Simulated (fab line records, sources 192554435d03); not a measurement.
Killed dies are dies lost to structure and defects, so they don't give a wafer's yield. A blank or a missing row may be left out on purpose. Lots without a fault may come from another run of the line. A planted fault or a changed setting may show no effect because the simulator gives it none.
Chamber matching | flow n5_finfet | N5_FIN_SAQP_MANDREL_ETCH_58 on rie_si-05: 4 sister chambers
The step etches a-Si in HBr/Cl2, stops on SiNx, target depth 45 nm, bt time 10 s, time 27 s. 8 wafers are shown with their chamber, then 10 later ones without.

WAFERS WITH THEIR CHAMBER
wafer  | chamber | drypump_motor_current_A (A) | throttle_valve_pct (%)
L085.1 | 2       | 6.4                         | 35.54
L085.3 | 1       | 4.9                         | 35.80
L087.6 | 0       | 5.6                         | 35.54
L088.1 | 3       | 5.7                         | 35.49
L088.2 | 2       | 6.3                         | 35.57
L088.5 | 1       | 4.9                         | 35.78
L091.2 | 0       | 5.6                         | 35.53
L091.3 | 3       | 5.7                         | 35.49

WAFERS WITHOUT THEIR CHAMBER
wafer  | drypump_motor_current_A (A) | throttle_valve_pct (%)
L091.5 | 6.3                         | 35.51
L092.1 | 6.3                         | 35.55
L092.4 | 5.5                         | 35.53
L092.6 | 5.5                         | 35.53
L093.1 | 5.5                         | 35.52
L093.2 | 6.3                         | 35.55
L093.6 | 5.7                         | 35.48
L094.3 | 6.4                         | 35.56
L094.4 | 4.9                         | 35.78
L094.6 | 5.7                         | 35.48

WHICH CHAMBER EACH WENT THROUGH
wafer  | from the rows above | in truth
L091.5 | 2                   | 2
L092.1 | 2                   | 2
L092.4 | 0                   | 0
L092.6 | 0                   | 0
L093.1 | 0                   | 0
L093.2 | 2                   | 2
L093.6 | 3                   | 3
L094.3 | 2                   | 2
L094.4 | 1                   | 1
L094.6 | 3                   | 3
Placed correctly: 10 of 10. Can't be placed from these rows: 0. Placed wrongly: 0.
How it was worked out, from the rows above alone: a wafer's distance from a chamber is the root of the sum, over the readings, of the square of ((its reading less the chamber's mean) divided by the reading's scatter). The wafer belongs to the nearest chamber; if the next one is less than 2 further off, it can't be placed. A chamber's mean is the mean of its shown wafers. The scatter: the root of (the sum of the squares of (reading less its chamber's mean) over the shown wafers, divided by (wafers less chambers)).
